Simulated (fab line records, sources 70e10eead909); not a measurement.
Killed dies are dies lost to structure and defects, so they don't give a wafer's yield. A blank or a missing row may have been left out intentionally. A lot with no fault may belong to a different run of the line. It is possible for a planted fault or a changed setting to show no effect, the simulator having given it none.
Chamber matching | flow nandHarc | 4 sister chambers for NHARC_A_STAIRCASE_DESCUM_291 on rieDiel-04
The step chemistry O2, time 3 s. 4 wafers are shown with their chamber, then 12 later ones without.

## WAFERS PAIRED WITH THEIR CHAMBERS
wafer  | chamber | drypumpMotorCurrentA (A)
L087.5 | 0       | 6.6
L090.1 | 3       | 5.6
L090.3 | 1       | 5.7
L090.6 | 2       | 5.6

## WAFERS WHOSE CHAMBER IS MISSING
wafer  | drypumpMotorCurrentA (A)
L092.1 | 5.6
L092.2 | 6.6
L092.5 | 6.6
L093.3 | 5.6
L093.5 | 5.6
L093.6 | 6.6
L096.1 | 6.6
L096.5 | 5.5
L096.6 | 5.6
L097.1 | 5.7
L097.4 | 6.6
L097.5 | 5.6

## WHICH CHAMBER EACH WENT THROUGH
wafer  | from the rows above     | in truth
L092.1 | can't be placed: 2 or 3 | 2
L092.2 | 0                       | 0
L092.5 | 0                       | 0
L093.3 | can't be placed: 2 or 3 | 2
L093.5 | can't be placed: 2 or 3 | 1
L093.6 | 0                       | 0
L096.1 | 0                       | 0
L096.5 | can't be placed: 2 or 3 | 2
L096.6 | can't be placed: 2 or 3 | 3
L097.1 | 1                       | 1
L097.4 | 0                       | 0
L097.5 | can't be placed: 2 or 3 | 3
Correctly placed: 6 of 12. Cannot be placed on the basis of these rows: 6; the candidates contain the true chamber in 5. 0 placed wrongly.
How it was worked out, from the rows above alone: a wafer's distance from a chamber is the root of the sum, over the readings, of the square of ((its reading less the chamber's mean) divided by the reading's scatter). If the next closest chamber is less than 2 further off than the closest, the wafer can't be placed; otherwise it belongs to the closest. The mean given for a chamber averages the wafers shown for that chamber. The scatter (one wafer shown for each chamber): square how far every hidden wafer sits from the nearest shown wafer, average those squares and take the square root.
